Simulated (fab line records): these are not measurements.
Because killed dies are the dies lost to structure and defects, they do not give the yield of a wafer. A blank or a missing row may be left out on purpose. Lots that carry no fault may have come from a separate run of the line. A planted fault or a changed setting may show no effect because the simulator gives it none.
2 desks, one fault + flow n5Finfet + numbers are kept per desk, each desk with only its own; the story behind them comes last

AT THE METROLOGY DESK
What the gauges read for every lot (on any tool): the sampled wafers with a number, averaged. Marked OUT: a lot whose mean sits more than 4 standard deviations from the usual mean, which makes it out of limits; the brackets give that distance. Only the readings that lie furthest out on some lot appear, 7 of the 14 it has.
Columns: A = IOFF_N at N5_BEOL_M4_RC_MEAS_101, usual 0.16 nA/um; B = IOFF_P at N5_BEOL_M4_RC_MEAS_101, usual 0.22 nA/um; C = ION_N at N5_BEOL_M4_RC_MEAS_101, usual 677 uA/um; D = ION_P at N5_BEOL_M4_RC_MEAS_101, usual 466 uA/um; E = VT_N at N5_BEOL_M4_RC_MEAS_101, usual 249 mV; F = VT_P at N5_BEOL_M4_RC_MEAS_101, usual -248.9 mV; G = M5_ILD_THK at N5_BEOL_M5_THK_MEAS_01, usual 120.7 nm
| lot  | first seen here | A    | B    | C   | D   | E   | F      | G     |
|------|-----------------|------|------|-----|-----|-----|--------|-------|
| L809 | day 8 17:36     | 0.17 | 0.22 | 667 | 456 | 248 | -249.7 | 121.7 |
| L810 | day 9 08:11     | 0.17 | 0.21 | 684 | 465 | 248 | -250.1 | 120.7 |
| L815 | day 10 00:49    | 0.21 | 0.30 | 693 | 482 | 243 | -241.1 | 118.0 |
| L814 | day 10 13:38    | 0.16 | 0.21 | 672 | 463 | 250 | -249.8 | 121.1 |
| L818 | day 10 20:44    | 0.16 | 0.21 | 677 | 466 | 250 | -251.1 | 120.8 |
| L825 | day 12 17:35    | 0.18 | 0.24 | 683 | 473 | 248 | -246.9 | 120.1 |
Result from this desk: across the 6 lots, nothing is out of limits.

AT THE TOOL OWNER'S DESK: lithoTrack-05
The tool's own readings at N5_BEOL_M5_COAT_05 (resist thk 30 nm): means of the sampled wafers that have a number, for each lot that ran on this tool. Marked OUT: a lot whose mean sits more than 4 standard deviations from the usual mean, which makes it out of limits; the brackets give that distance.
Columns: A = resistLineTempC at N5_BEOL_M5_COAT_05, usual 23.00 C; B = spinSpeedRpm at N5_BEOL_M5_COAT_05, usual 1500.1 rpm
| lot  | first seen here | A     | B                |
|------|-----------------|-------|------------------|
| L809 | day 8 20:46     | 22.96 | 1501.1           |
| L815 | day 10 04:59    | 22.92 | 1465.4 (-36) OUT |
| L814 | day 10 17:31    | 22.82 | 1467.2 (-34) OUT |
This desk's finding: out of limits on L814, L815; first on L815, day 10 04:59 (spinSpeedRpm at N5_BEOL_M5_COAT_05). L809: within limits.

PUT TOGETHER
At day 10 04:59, on L814, L815, the tool owner's desk was in a position to raise an alarm.
Nothing out of limits was seen by the metrology desk.
The metrology desk holds a record of L814, L815, inside its limits.
Of the lots named, all ran N5_BEOL_M5_COAT_05 on lithoTrack-05.

WHAT THE SIMULATOR PUT IN
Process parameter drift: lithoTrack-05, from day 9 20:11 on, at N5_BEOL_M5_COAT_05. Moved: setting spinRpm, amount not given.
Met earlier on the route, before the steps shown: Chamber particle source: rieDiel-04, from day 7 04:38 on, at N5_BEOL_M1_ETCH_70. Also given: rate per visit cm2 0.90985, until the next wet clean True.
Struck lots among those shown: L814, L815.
Delay in hours, fault start to first out-of-limits reading, by desk: the tool owner's desk at 9.
